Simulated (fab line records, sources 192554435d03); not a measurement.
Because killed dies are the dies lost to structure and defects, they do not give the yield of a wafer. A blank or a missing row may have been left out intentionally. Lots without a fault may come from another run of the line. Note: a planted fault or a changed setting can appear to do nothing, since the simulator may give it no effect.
fab line records | flow n5Finfet
[record] lots = 4 wafers = 12 lastDay = 16
route steps=1938 shown BEOL_M4@1099 BEOL_M5@1112 BEOL_M7@1305 PASSIVATION@1936
lots with no fault: from the same line, run without faults
startH: start of the lot's first displayed wafer, in hours after the record's first day | waitH: time in hours since the lot's previous step | " identical to the entry in the row above | L1.1+2: a single row standing in for several wafers | - either no value or no given start | * or withheld: withheld | < > ~ a bound
route shown NAME@n: a module of which the file shows steps, and the number in the route of the first | usual: mean and standard deviation over wafers with no fault | same: alike in all rows | chamber/n: place in a boat | sites: each site's reading | _std_site: their standard deviation | _edge_site: mean of outer sites minus mean of inner sites | radiusMm: how far each site lies from the wafer's centre | mask NAME#n: copy n | behind: tool/chamber where the wafer was last shaped | hold: reason for holding the lot/hours on hold/outcome of the hold | device: names the non-switching transistor (n, p or np) | end of line: the same wafers' tests at the end of the route | a step given without rows: its recipe and nothing more | killed: dies lost to structure and defects at the first sort, not the wafer's yield | map: dies across one wafer; x = killed, . = not, _ = none there
set.NAME: the setting as run; set.NAME@STEP: as run at that earlier step | model.NAME: the simulator's own value behind a step, which no gauge read
certain route steps with their lots: each step a table, each wafer a row
services: a tool's chamber out of use, with start hour (startH, from the record's first day; less than 0 if before it), hours out, and reason
[[steps]]
[step N5_BEOL_M4_ANNEAL_95]
[recipe] tempC = 400 timeS = 240 ambient = vacuum
[step N5_BEOL_M4_SPUTTER_96]
[recipe] material = Cu targetThkA = 45 tempC = -20 chamberPressurePa = 0.07 powerW = withheld timeS = 8.29
[step N5_BEOL_M4_ECD_50]
[recipe] material = Cu targetThkA = 3000
[step N5_BEOL_M4_ANNEAL_51]
[recipe] tempC = 225 timeS = 90 ambient = N2
[step N5_BEOL_M4_CMP_52]
[recipe] stopOn = SiOC tOverpolishS = 6.8 downForcePsi = 1 platenRpm = 50 clearingPlatenDownForcePsi = 1.5 clearingPlatenRpm = 50 postCmpClean = cuAlkaline targetThkNm = 40 clearingPlatenPadVelocityMS = 0.99484 padVelocityMS = 0.99484
[step N5_BEOL_M4_PRE_CLEAN_60]
[recipe] gas = NH3/H2 timeS = 15 tempC = * rfPowerW = 300
[step N5_BEOL_M4_CO_CAP_55]
[recipe] material = Co targetThkA = 20 tempC = 200 precursor = CCTBA/H2 pressureTorr = 30 timeS = 102.1
[step N5_BEOL_M4_PRE_CLEAN_56]
[recipe] gas = NH3 timeS = 15 tempC = withheld rfPowerW = 300
[step N5_BEOL_M4_DEP_57]
[recipe] material = SiCN targetThkA = 80 tempC = withheld precursor = 3MS/NH3 pressureTorr = 3 rfW = 202 timeS = 14
[step N5_BEOL_M4_RC_MEAS_101]
[usual] DIBL_N = 36.4/1.5 DIBL_P = 36.4/1.6 IOFF_N = 0.164/0.025 IOFF_P = 0.214/0.028 ION_N = 675/9.9 ION_P = 463/6.5 SS_N = 71.5/0.5 SS_P = 73.3/0.56 VT_N = 249.2/2.7 VT_P = -250.1/2.8
// columns lot.wafer tool chamber startH waitH DIBL_N[mV/V] DIBL_P[mV/V] IOFF_N[nA/um] IOFF_P[nA/um] ION_N[uA/um] ION_P[uA/um] SS_N[mV/dec] SS_P[mV/dec] VT_N[mV] VT_P[mV]
L389.3 prober-01 0 178.24 0.3 39.6 37.6 0.187 0.249 669 464 71.7 74.6 250.1 -248.0
L389.5 " 0 " " 38.6 36.5 0.166 0.237 676 467 71.9 73.4 250.8 -250.0
L389.6 " 0 " " 36.4 34.3 0.138 0.211 672 469 71.2 73.3 254.0 -248.7
L395.1 prober-01 0 214.57 1.0 38.6 38.6 0.208 0.250 691 465 71.9 73.4 247.3 -245.6
L395.3 " 0 " " 37.5 37.5 0.178 0.220 684 469 71.7 73.3 248.2 -250.6
L395.5 " 0 " " 37.3 37.2 0.177 0.221 683 465 71.4 73.1 245.7 -248.5
L404.3 prober-02 0 270.10 0.7 34.1 33.4 0.139 0.180 680 469 70.3 73.1 249.9 -253.1
L404.4 " 0 " " 36.8 36.7 0.181 0.211 686 466 70.4 73.2 247.8 -249.4
L404.6 " 0 " " 35.2 35.4 0.157 0.195 676 469 70.7 72.9 247.9 -250.3
L405.1 prober-01 0 272.10 0.0 37.8 38.1 0.212 0.231 678 459 72.9 74.0 246.6 -248.4
L405.2 " 0 " " 36.8 37.4 0.203 0.221 691 466 71.4 73.9 245.9 -249.4
L405.5 " 0 " " 37.0 37.6 0.202 0.234 701 473 71.6 73.8 242.3 -246.5
[step N5_BEOL_M5_ILD_DEP_00]
[recipe] material = SiCOH_lowk targetThkA = 1406.4 tempC = 300 precursor = DEMS/porogen pressureTorr = 5 rfW = 500 timeS = 25.9
[step N5_BEOL_M5_CURE_79]
[recipe] tempC = 385 timeS = 240 ambient = He/Ar material = SiCOH_lowk
[step N5_BEOL_M5_PECVD_70]
[recipe] material = SiO2 targetThkA = 160 tempC = 400 precursor = TEOS/O2 pressureTorr = 5.5 rfW = 450 teosFlowSccm = 53.8 gas = O2 flowSccm = 3000 timeS = 18
[step N5_BEOL_M5_HM_DEP_02]
[recipe] material = TiN targetThkA = 200 tempC = 25 chamberPressurePa = 0.49996
[step N5_BEOL_M5_COAT_59]
[recipe] resist = SOC tempC = 250 timeS = 60 spinRpm = 1500 resistThkNm = 60
[step N5_BEOL_M5_COAT_60]
[recipe] resist = SiARC tempC = 220 timeS = 60 spinRpm = 1500 resistThkNm = 12
[step N5_BEOL_M5_COAT_71]
[recipe] resist = underlayer tempC = 205 timeS = 60 spinRpm = 1500 resistThkNm = 5
[step N5_BEOL_M5_COAT_05]
[recipe] resist = CAR-EUV spinRpm = 1500 resistThkNm = 30
[step N5_BEOL_M5_EBR_07]
[recipe] solvent = PGMEA ebrWidthMm = 1.5
[step N5_BEOL_M5_SOFTBAKE_06]
[recipe] tempC = 110 timeS = 60 resist = CAR-EUV
[step N5_BEOL_M5_EXPOSE_08]
[recipe] maskId = M5 na = 0.33 sourceShape = annular sigmaInner = 0.4 sigmaOuter = 0.8 polarization = unpolarized targetCdNm = 28 doseMj = 35.75
[step N5_BEOL_M5_PEB_09]
[recipe] pebTempC = 100 pebTimeS = 60 resist = CAR-EUV
[step N5_BEOL_M5_DEVELOP_10]
[recipe] developTimeS = 30 developer = TMAH resist = CAR-EUV rinseLiquid = surfactantRinse dry = airSpin devTempC = 23
[step N5_BEOL_M5_DESCUM_16]
[recipe] chemistry = O2 timeS = 7 sourcePowerW = 50 biasPowerW = 20 pressureMtorr = 20 rfFrequencyHz = 2.712e+07 tempC = 40 resist = CAR-EUV o2FlowSccm = 225
[step N5_BEOL_M5_ETCH_72]
[recipe] chemistry = N2/H2 target = underlayer targetDepthA = 65 maskMaterial = CAR-EUV timeS = 5.2 ionEnergyEv = 200 pressureMtorr = 30 sourceW = 840 biasW = 150 n2FlowSccm = 200 h2FlowSccm = 200 ends = cleared
[step N5_BEOL_M5_ETCH_61]
[recipe] chemistry = CF4 target = SiARC targetDepthA = 156 maskMaterial = CAR-EUV timeS = 26 ionEnergyEv = 80 pressureMtorr = 40 sourceW = 545 biasW = 36 Ar_flow_sccm = 100 cf4FlowSccm = 100 ends = cleared
[step N5_BEOL_M5_ETCH_62]
[recipe] chemistry = N2/H2 target = SOC targetDepthA = 750 overetchA = 150 maskMaterial = SiARC tempC = 40 timeS = 112.5 ionEnergyEv = 200 pressureMtorr = 30 sourceW = 840 biasW = 150 n2FlowSccm = 200 h2FlowSccm = 200
[step N5_BEOL_M5_STRIP_63]
[recipe] chemistry = N2/H2 tempC = 40 n2FlowSccm = 200 h2FlowSccm = 200 rfFrequencyHz = 6e+07
[step N5_BEOL_M5_STRIP_73]
[recipe] chemistry = N2/H2 tempC = 40 n2FlowSccm = 200 h2FlowSccm = 200 rfFrequencyHz = 6e+07
[step N5_BEOL_M5_STRIP_64]
[recipe] chemistry = CF4 resist = SiARC powerW = 300 biasPowerW = 75 pressureMtorr = 50 cf4FlowSccm = 150 rfFrequencyHz = 6e+07
[step N5_BEOL_M5_HM_OPEN_17]
[recipe] chemistry = Cl2/BCl3 targetDepthA = 200 overetchA = 60 target = TiN maskMaterial = SOC ionEnergyEv = 150 pressureMtorr = 10 icpW = 1000 biasW = 126 Cl2_flow_sccm = 53.25 bcl3FlowSccm = 21.75 Ar_flow_sccm = 25
[step N5_BEOL_M5_STRIP_19]
[recipe] chemistry = O2 powerW = 400 tempC = 40 pressureMtorr = 30 rfFrequencyHz = 6e+07 biasPowerW = 0 overashFraction = 0.2 o2FlowSccm = 225
[step N5_BEOL_M5_COAT_65]
[recipe] resist = SOC tempC = 250 timeS = 60 spinRpm = 1500 resistThkNm = 60
[step N5_BEOL_M5_COAT_66]
[recipe] resist = SiARC tempC = 220 timeS = 60 spinRpm = 1500 resistThkNm = 12
[step N5_BEOL_M7_VIA_ETCH_34]
[recipe] chemistry = C4F6/O2 target = SiCOH_lowk targetDepthA = 1255 maskMaterial = SOC taperDeg = 4 timeS = 50.5 ionEnergyEv = 250 pressureMtorr = 30 sourceW = 345 biasW = 185 Ar_flow_sccm = 300 C4F6_flow_sccm = 10 O2_flow_sccm = 10
[usual] drypumpMotorCurrentA = 5.5/0.5 oesProductAu = 0.78/0.086 rfVppV = 666/7.7 showerheadPlenumPTorr = 2.86/0.079 throttleValvePct = 20.91/0.23
// columns lot.wafer tool chamber startH waitH drypumpMotorCurrentA oesProductAu rfHoursCounterH rfVppV showerheadPlenumPTorr throttleValvePct model.etch.depthNm model.SOC_of_BEOL_M7_COAT_63.thkNm
L389.3 rieDiel-05 2 203.14 0.0 6.0 0.68 245 664 2.80 21.24 123.7 54
L389.5 " 3 " " 5.4 0.74 - 665 2.96 20.91 125.1 53.8
L389.6 " 0 " " 5.3 0.75 - 656 2.86 20.74 124.6 53.8
L395.1 rieDiel-03 0 238.89 0.0 5.3 0.69 212 677 2.93 20.88 123.4 54.2
L395.3 " 1 " " 5.2 0.68 223 660 2.94 20.98 121.1 54.2
L395.5 " 1 " " 5.2 0.68 - 661 2.94 20.96 119.7 54.4
L404.3 rieDiel-03 0 295.74 0.0 5.3 0.67 229 678 2.92 20.89 122.2 54.4
L404.4 " 3 " " 5.1 0.67 - 655 2.86 20.78 91.64 55.8
L404.6 " 2 " " 4.8 0.87 - 663 2.80 20.45 123.8 54
L405.1 rieDiel-03 3 297.75 0.0 5.0 0.67 122 655 2.86 20.80 92.76 55.6
L405.2 " 1 " " 5.2 0.68 238 661 2.93 20.99 120.7 54.2
L405.5 " 3 " " 5.1 0.80 - 654 2.86 20.84 125.5 54
[step N5_PASSIVATION_PROBE_49]
[usual] defectLimitedYield = 91.1/1.4 killed_at_M0_to_M3 = 35/8.7 killed_at_M4_up = 14/5.3 killedAtContacts = 12/6.2 killedAtFrontEnd = 41/12 killedAtOther = 3.4/2.6 killedDies = 105/16 killedOnRim = 14/3.8 killedOpen = 67/13 killedShort = 36/7.3 sort_bin_5_function = 5.2/0.96 sort_bin_6_memory = 3.3/0.6 sortNPass = 1075/16 sortYieldPct = 91.1/1.4
[same] grossDies = 1180 killedAtBackSide = 0 sort_bin_4_leakage[%] = 0 sort_bin_8_speed[%] = 0
// columns lot.wafer tool chamber startH waitH defectLimitedYield[%] killed_at_M0_to_M3 killed_at_M4_up killedAtContacts killedAtFrontEnd killedAtOther killedDies killedOnRim killedOpen killedShort sort_bin_5_function[%] sort_bin_6_memory[%] sortNPass sortYieldPct[%]
L389.3 prober-02 - 284.87 0.1 92.5 29 14 5 38 2 88 10 59 29 4.2 3.2 1092 92.5
L389.5 prober-02 - 284.97 0.2 89.7 39 22 9 46 5 121 14 82 39 5.1 4.7 1059 89.7
L389.6 prober-02 - 285.02 0.3 87.9 49 18 16 57 3 143 23 90 49 7.7 4.0 1037 87.9
L404.4 prober-02 - 365.06 0.2 10.6 31 938 23 55 8 1055 109 89 40 85.0 4.2 125 10.6
L405.1 prober-01 - 372.24 0.0 18.9 19 903 10 25 0 957 101 50 31 77.9 3.1 223 18.9
L405.2 prober-01 - 372.29 0.1 92.8 29 14 12 30 0 85 13 60 24 4.4 2.7 1095 92.8
L405.5 prober-01 - 372.44 0.2 94.2 30 13 5 16 5 69 13 39 29 3.1 2.3 1111 94.2
// killed by level:class
L389.3 FIN_SAQP:geometricParticle:open=12 BEOL_M0_SAQP:geometricParticle:open=9 BEOL_M0_SAQP:geometricParticle:short=8 STI_FIN_REVEAL:geometricParticle:open=7 BEOL_M4:geometricParticle:open=6 FIN_SAQP:geometricParticle:short=5 MOL_CONTACT_COAG:geometricParticle:open=5 BEOL_M3:geometricParticle:open=5
L389.5 FIN_SAQP:geometricParticle:open=14 STI_FIN_REVEAL:geometricParticle:open=12 BEOL_M4:geometricParticle:open=12 BEOL_M3:geometricParticle:open=9 MOL_CONTACT_COAG:geometricParticle:open=8 BEOL_M0_SAQP:geometricParticle:open=7 BEOL_M0_SAQP:geometricParticle:short=6 BEOL_M2:geometricParticle:short=6
L389.6 STI_FIN_REVEAL:geometricParticle:open=24 BEOL_M0_SAQP:geometricParticle:open=12 MOL_CONTACT_COAG:geometricParticle:open=10 BEOL_M0_SAQP:geometricParticle:short=10 BEOL_M4:geometricParticle:open=9 BEOL_M0:geometricParticle:open=9 MOL_CONTACT_COAG:geometricParticle:short=6 FIN_SAQP:geometricParticle:open=4
L404.4 BEOL_M7:areaEtch=926 FIN_SAQP:geometricParticle:open=28 MOL_CONTACT_COAG:geometricParticle:open=20 FIN_SAQP:geometricParticle:short=15 BEOL_M2:geometricParticle:open=12 BEOL_M2:geometricParticle:short=6 BEOL_M4:geometricParticle:open=6 PASS1_CAP:geometricParticle:short=4
L405.1 BEOL_M7:areaEtch=874 BEOL_M4:geometricParticle:open=14 MOL_CONTACT_COAG:geometricParticle:open=9 FIN_SAQP:geometricParticle:short=7 GATE_CUT:geometricParticle:short=5 BEOL_M2:geometricParticle:open=5 STI_FIN_REVEAL:geometricParticle:open=4 BEOL_M6:geometricParticle:open=4
L405.2 MOL_CONTACT_COAG:geometricParticle:open=10 GATE_CUT:geometricParticle:short=8 BEOL_M0_SAQP:geometricParticle:open=8 GATE_CUT:geometricParticle:open=7 BEOL_M4:geometricParticle:open=5 STI_FIN_REVEAL:geometricParticle:open=4 BEOL_M0_SAQP:geometricParticle:short=4 BEOL_M1:geometricParticle:open=4
L405.5 BEOL_M0_SAQP:geometricParticle:open=8 BEOL_M0_SAQP:geometricParticle:short=6 BEOL_M2:geometricParticle:open=5 FIN_SAQP:geometricParticle:short=4 BEOL_M4:geometricParticle:open=4 BEOL_M5:geometricParticle:open=4 MIM_TOP:geometricParticle:short=4 MOL_CONTACT_COAG:geometricParticle:open=3
// map L404.4 (x killed, . not)
_________________xxxx..xx.x.x________________
______________x..xxxxxxx..xx...._____________
___________....xx..xx.x.x...x.xxx..__________
__________..xxx.xxxxxxxx.xxxxx.x...x_________
________..x.xxxxxxx.xxxxxxxxxxxx...xx._______
_______xxxxx.xxx.xxxxxxxxxxxxxx.x......______
______xxxxxxxxxxxxxxxxxxxxxxxxx.x.x....._____
_____xxxxxxxxxxxxxxxxxxxxxxxxxxx.xxx...x.____
____xxxxxxxxxxxxxxxxxxxxxxxxxxxxxx.....x..___
___xxxxxxxx.xxxxxx.xxxxxxxxxxxxxxx..xx.....__
___xxxxxxxxxxxxxxxxxxxxxxxxxxxxxxxx....xxxx__
__x.xxxxxxxxxxxxxxxxxxxxxxxxxxxxxxx.xxxxx.x._
__xxxxxxxxxxxxxxxxxxxxxxxxxxxxxxxxxxxx.x...._
_xxxxxxxxxxxxxxxxxxxxxxxxxxxxxxxxxxxxxxx.....
_xxxxxxxxxxxxxxxxxxxxxxxxxxxxxxxxxxxx..x...x.
_xxxxxxxxxxxxxxxxxxxxxxxxxxxxxxxxxxxxxxx.....
_xxxxxxxxxxxxxxxxxxxxxxxxxxxxxxxxxxxxxxx.x..x
_xxxxxxxxxxxxxxxxxxxxxxxxxxxxxxxxxxxxxxxxx..x
_xxxxxxxxxxxxxxxxxxxxxxxxxxxxxxxxxxxxx.x..x..
_xxxxxxxxxxxxxxxxxxxxxxxxxxxxxxxxxxxxxxxxx.x.
_xxxxxxxxxxxxxxxxxxxxxxxxxxxxxxxxxxxxxxxxxxx.
__xxxxxxxxxxxxxxxxxxxxxxxxxxxxxxxxxxxxxxxxxx_
__xxxxxxxxxxxxxxxxxxxxxxxxxxxxxxxxxxxxxxx.xx_
___xxxxxxxxxxxxxxxxxxxxxxxxxxxxxxxxxxxxxxx.__
___xxxxxxxxxxxxxxxxxxxxxxxxxxxxxxxxxxxxxxxx__
____xxxxxxxxxxxxxxxxxxxxxxxxxxxxxxxxxxxxxx___
_____xxxxxxxxxxxxxxxxxxxxxxxxxxxxxxxxx.xx____
______xxxxxxxxxxxxxxxxxxxxxxxxxxxxxxxxx._____
_______xxxxxxxxxxxxxxxxxxxxxxxxxxxxxxxx______
________xxxxxxxxxxxxxxxxxxxxxxxxxxxxxx_______
__________xxxxxxxxxxxxxxxxxxxxxxxxxx_________
___________xxxxxxxxxxxxxxxxxxxxxxxx__________
______________xxxxxxxxxxxxxxxxxx_____________
_________________xxxxxxxxxxxx________________
// map L405.1 (x killed, . not)
_________________xxxxxxxx..x.________________
______________..xx.x.xx.xxxxxxx._____________
___________....x..xxx..x.x.x..xxx..__________
__________x.x.x..xx.xx..xx.xxxxx...._________
________.xxx.x.xx.x.xxxx.x.x.x.x.x.x.._______
_______.xx.xx..x.x.xx.x...xxxxx.xx.....______
______.x.x.xxx.xxxxxxxxxx.xx.xx.xxx....._____
_____.x...xxxxxxxx.x.xx.xxxxxxx.xxxx.....____
____..xx.x..xxxx.xxx.xxxxxx..xxx..........___
___xxx..x.xxxxxxxx..xxx.xxxx.xxxxx.....x..x__
___.xx.x.xxxxxxx.xxx.xxxx.xx...x......x....__
__xxxxx.x.xx.xxxxxxx.xxxxxxxx.xxx.x..x......_
__xxxxxxxxxxxxxxxxxxxxxxxxxxx..x......xx...._
_xxxxxxxxxxx.xxxxxxxxxxxxxxxxx.x..x.x.x.xx...
_xxxxxxxxxxxxxxxxxxxxxxxxxxxx...xxx.xx..x..x.
_xxxxxxxxxxxxxxxxxxxxxxxxxxxxx..xxxx.x.......
_xxxxxxxxxxxxxxxxxxxxxxxxxxxxxx.xxxxxx...x..x
_xxxxxxxxxxxxxxxxxxxxxxxxxxxxxxxxxxxxxxxx....
_xxxxxxxxxxxxxxxxxxxxxxxxxxxxxxxxxxxx.xxxx...
_xxxxxxxxxxxxxxxxxxxxxxxxxxxxxxxxxxxxxxxx....
_xxxxxxxxxxxxxxxxxxxxxxxxxxxxxxxxxxxxxxxx...x
__xxxxxxxxxxxxxxxxxxxxxxxxxxxxxxxxxxxxxxxxx._
__xxxxxxxxxxxxxxxxxxxxxxxxxxxxxxxxxxxxxxxxxx_
___xxxxxxxxxxxxxxxxxxxxxxxxxxxxxxxxxxxxxxxx__
___xxxxxxxxxxxxxxxxxxxxxxxxxxxxxxxxxxxxxxxx__
____xxxxxxxxxxxxxxxxxxxxxxxxxxxxxxxxxxxx..___
_____xxxxxxxxxxxxxxxxxxxxxxxxxxxxxxxxxxx.____
______xxxxxxxxxxxxxxxxxxxxxxxxxxxxxxxx.._____
_______xxxxxxxxxxxxxxxxxxxxxxxxxxxxxxxx______
________xxxxxxxxxxxxxxxxxxxxxxxxxxxxxx_______
__________xxxxxxxxxxxxxxxxxxxxxxxxxx_________
___________xxxxxxxxxxxxxxxxxxxxxxxx__________
______________xxxxxxxxxxxxxxxxxx_____________
_________________xxxxxxxxxxxx________________
[[services]]
// columns tool chamber startH hours kind
rieDiel-05 1 189.36 - clean
rieDiel-05 1 189.36 - consumableReplace:focusRing
rieDiel-05 1 189.36 - consumableReplace:showerhead
rieDiel-05 1 189.36 17.0 scheduledDown
rieDiel-05 1 189.36 17.0 ventCycle
rieDiel-03 2 208.36 12.5 repair
rieDiel-03 3 217.87 22.0 repair
rieDiel-05 2 219.60 - clean
rieDiel-05 2 219.60 - consumableReplace:focusRing
rieDiel-05 2 219.60 16.4 scheduledDown
rieDiel-05 2 219.60 16.4 ventCycle
rieDiel-05 3 240.96 8.6 repair
rieDiel-05 2 283.44 5.7 repair
rieDiel-03 1 291.24 4.8 repair
rieDiel-03 - 296.14 0.2 repair
[[key]]
[firstSign] step = N5_PASSIVATION_PROBE_49 reading = killed_at_M4_up direction = up sigmas = 99+ usual = 14 struck = 920
[effect] step = N5_PASSIVATION_PROBE_49 reading = sort_bin_5_function direction = up sigmas = 79 usual = 5.2 struck = 81.4
[modelEffect] step = N5_BEOL_M7_VIA_ETCH_34 value = etch.depthNm without = 124.3 struck = 92.2
[moreKillsBornAt] N5_BEOL_M7_VIA_ETCH_34@rieDiel-03 = 1800
metAt N5_BEOL_M7_VIA_ETCH_34
struckWafers L404.4,L405.1
laterRowsLeftOut L404.4,L405.1
onsetBetween 238.89 295.74
[fault] kind = processParameterDrift tool = rieDiel-03 chamber = - onsetH = 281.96 steps = N5_BEOL_M7_VIA_ETCH_34 channel = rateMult offset = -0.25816 shape = step endH = 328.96 scope = struckWafersOnly
// laterRowsLeftOut: the simulator's readings of these wafers behind a module that went badly wrong aren't trusted and aren't shown, but for the sort
